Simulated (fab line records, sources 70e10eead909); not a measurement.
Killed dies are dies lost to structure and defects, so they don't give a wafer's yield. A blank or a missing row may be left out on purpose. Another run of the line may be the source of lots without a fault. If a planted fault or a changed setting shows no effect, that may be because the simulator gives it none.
Matching of chambers ; flow nand-harc ; 4 sister chambers for NHARC_A_CONTACT_ETCH_110 on rie-diel-04
The step etches the open film in CF4/O2, target depth 60 nm, overetch 6 nm, time 33 s. 4 wafers are shown with their chamber, then 9 later ones without.

WAFERS WITH THEIR CHAMBER
wafer;chamber;showerhead-plenum-p-Torr (Torr)
L322.5;3;1.32
L324.2;2;1.32
L324.3;0;1.30
L324.6;1;1.26

WAFERS WHOSE CHAMBER IS MISSING
wafer;showerhead-plenum-p-Torr (Torr)
L327.1;1.32
L327.3;1.26
L327.4;1.29
L325.1;1.26
L325.5;1.31
L325.6;1.26
L326.4;1.26
L326.5;1.26
L326.6;1.30

WHICH CHAMBER EACH WENT THROUGH
wafer;from the rows above;in truth
L327.1;can't be placed: 2 or 3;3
L327.3;1;1
L327.4;0;0
L325.1;1;1
L325.5;can't be placed: 0 or 2 or 3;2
L325.6;1;1
L326.4;1;1
L326.5;1;1
L326.6;0;0
Correct placement for 7 of the 9. From these rows, 2 cannot be placed; in 2 the true chamber is one of the candidates. Placed wrongly: 0.
How it was worked out, from the rows above alone: a wafer's distance from a chamber is the root of the sum, over the readings, of the square of ((its reading less the chamber's mean) divided by the reading's scatter). The wafer belongs to the nearest chamber; if the next one is less than 2 further off, it can't be placed. The mean given for a chamber averages the wafers shown for that chamber. The scatter (one wafer shown for each chamber): square how far every hidden wafer sits from the nearest shown wafer, average those squares and take the square root.
